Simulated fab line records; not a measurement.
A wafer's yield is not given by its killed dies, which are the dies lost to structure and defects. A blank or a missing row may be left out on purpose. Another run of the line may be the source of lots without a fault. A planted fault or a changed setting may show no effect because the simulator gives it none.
Problem report in the 8D (eight disciplines) form, filled by code    flow n5-finfet    the parts of the form that need people (team, actions taken, sign-off) are left out

== 1. PROBLEM STATEMENT ==
spin-speed-rpm at N5_BEOL_M11_COAT_22 reads a mean of 1553.4 rpm on 6 wafers of 2 lots; wafers without a fault read 1500.1 rpm with a standard deviation of 1.1. That is +48 standard deviations from the usual mean.
The step: resist thk 90 nm.
Earliest sighting: wafer L387.1 on litho-track-01 at day 13 22:07. The record has a number at this step for 18 wafers belonging to 6 lots. Rule for "out" (also "out of limits"): further than 4 standard deviations from the usual mean. All remaining wafers that have a number are taken as sound.

== 2. WHAT IT IS, WHAT IT ISN'T ==
question                     is                      is not
which readings at this step  spin-speed-rpm          -
which lots                   L387, L389              L379, L392, L393, L397
which wafers of those lots   all that have a number  -
read on which tools          litho-track-01          litho-track-02, litho-track-03
when                         from day 13 22:07       up to then (3 sound wafers); but 9 sound wafers of L392, L393, L397 came after

== 3. SUSPECTS, AND WHAT RULES EACH OUT ==
Counting: any tool at a process step up to the reading is kept as a suspect provided that every lot that is out went through it and no sound lot did after the first of them.
- rie-metal-03 at N5_BEOL_M11_HM_OPEN_17 (chemistry Cl2/BCl3, target TiN, target depth 20 nm, overetch 6 nm): ruled out as a lasting fault. The sound lots L392 went through it after L387, its earliest lot that is out (day 13 21:43).
- litho-track-01 at N5_BEOL_M11_COAT_22 (resist thk 90 nm): kept. All lots that are out passed through it, beginning with L387 at day 13 22:07, and no sound lot followed; its final sound lot before that point was L379 at day 12 04:54. Out on those wafers are its own readings of spin-speed-rpm.
The count leaves litho-track-01 at N5_BEOL_M11_COAT_22.

== 4. THE CAUSE (what the simulator had put in) ==
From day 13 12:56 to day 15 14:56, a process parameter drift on litho-track-01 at N5_BEOL_M11_COAT_22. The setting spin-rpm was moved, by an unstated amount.
After counting, this tool was the only one left.

== 5. SEQUENCE OF EFFECTS, ordered by route ==
One row per reading whose mean, taken over the struck wafers that have a number, lies over 3 standard deviations from the usual. Scope: only readings with a usual standard deviation given in the record; hours: median across lots of the time from each lot's start at the first step in this table that gives one to its start at this step; sigmas: change in usual standard deviations.
hours  step                 reading         usual       on struck wafers  change  sigmas
0      N5_BEOL_M11_COAT_22  spin-speed-rpm  1500.1 rpm  1553.4            +53.3   +48
Its process steps:
- N5_BEOL_M11_COAT_22: resist thk 90 nm.
Later steps that measure or inspect, where all struck wafers having a row at the step show a number for every such reading and not one has moved that far: N5_BEOL_M11_CD_MEAS_28, N5_BEOL_M11_OVL_MEAS_29, N5_BEOL_M11_INSPECT_30.

== 6. HOW IT WOULD HAVE BEEN CAUGHT EARLIER ==
9 hours passed between the start of the fault at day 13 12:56 and the first reading out of limits in this record, taken at day 13 22:07.
